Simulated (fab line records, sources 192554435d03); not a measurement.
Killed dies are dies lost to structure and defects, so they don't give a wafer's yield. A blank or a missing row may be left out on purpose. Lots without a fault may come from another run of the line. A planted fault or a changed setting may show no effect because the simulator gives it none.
One fault seen from 2 desks | flow n5_finfet | each desk has only its own numbers; what lay behind them comes last

THE TOOL OWNER'S DESK: rie_diel-04
The tool's own readings at N5_BEOL_M4_ETCH_64 (etches SOC in N2/H2, target depth 75 nm, overetch 22.5 nm, time 121.9 s): means of the sampled wafers that have a number, for each lot that ran on this tool. A lot is out of limits, marked OUT, if its mean lies more than 4 standard deviations from the usual mean; the brackets give that distance. Of its 8 readings 7 are shown: those that lie furthest out on some lot.
Columns: A = drypump_motor_current_A at N5_BEOL_M4_ETCH_64, usual 5.6 A; B = h2_flow_sccm at N5_BEOL_M4_ETCH_64, usual 200.1 sccm; C = oes_product_au at N5_BEOL_M4_ETCH_64, usual 0.62 a.u.; D = rf_vpp_V at N5_BEOL_M4_ETCH_64, usual 524.7 V; E = showerhead_plenum_p_Torr at N5_BEOL_M4_ETCH_64, usual 2.58 Torr; F = temp_c at N5_BEOL_M4_ETCH_64, usual 40.01 C; G = throttle_valve_pct at N5_BEOL_M4_ETCH_64, usual 17.76 %
lot  | first seen here | A   | B     | C    | D     | E    | F     | G
L587 | day 8 17:23     | 5.8 | 199.8 | 0.63 | 526.1 | 2.61 | 40.06 | 17.57
L598 | day 11 17:21    | 5.7 | 200.0 | 0.63 | 526.0 | 2.65 | 40.00 | 17.65
L601 | day 12 12:19    | 5.8 | 200.0 | 0.63 | 525.5 | 2.57 | 40.07 | 17.69
This desk's finding: nothing out of limits on any of the 3 lots.

THE METROLOGY DESK
What the gauges read, lot by lot, whatever tool the lot ran on: means of the sampled wafers that have a number. A lot is out of limits, marked OUT, if its mean lies more than 4 standard deviations from the usual mean; the brackets give that distance. Of its 10 readings 7 are shown: those that lie furthest out on some lot.
Columns: A = DIBL_N at N5_BEOL_M4_RC_MEAS_101, usual 36.6 mV/V; B = DIBL_P at N5_BEOL_M4_RC_MEAS_101, usual 36.8 mV/V; C = IOFF_P at N5_BEOL_M4_RC_MEAS_101, usual 0.206 nA/um; D = ION_N at N5_BEOL_M4_RC_MEAS_101, usual 679 uA/um; E = ION_P at N5_BEOL_M4_RC_MEAS_101, usual 462 uA/um; F = SS_P at N5_BEOL_M4_RC_MEAS_101, usual 73.3 mV/dec; G = VT_P at N5_BEOL_M4_RC_MEAS_101, usual -251 mV
lot  | first seen here | A    | B    | C     | D   | E   | F    | G
L587 | day 9 04:07     | 35.1 | 33.5 | 0.185 | 676 | 460 | 72.3 | -251
L598 | day 12 06:28    | 36.9 | 36.3 | 0.203 | 687 | 463 | 73.3 | -251
L601 | day 13 11:36    | 36.7 | 35.7 | 0.194 | 672 | 454 | 72.9 | -253
L604 | day 13 18:45    | 35.4 | 34.9 | 0.219 | 685 | 466 | 72.5 | -247
This desk's finding: nothing out of limits on any of the 4 lots.

PUT TOGETHER
The tool owner's desk saw nothing out of limits.
The metrology desk saw nothing out of limits.

WHAT THE SIMULATOR HAD PUT IN
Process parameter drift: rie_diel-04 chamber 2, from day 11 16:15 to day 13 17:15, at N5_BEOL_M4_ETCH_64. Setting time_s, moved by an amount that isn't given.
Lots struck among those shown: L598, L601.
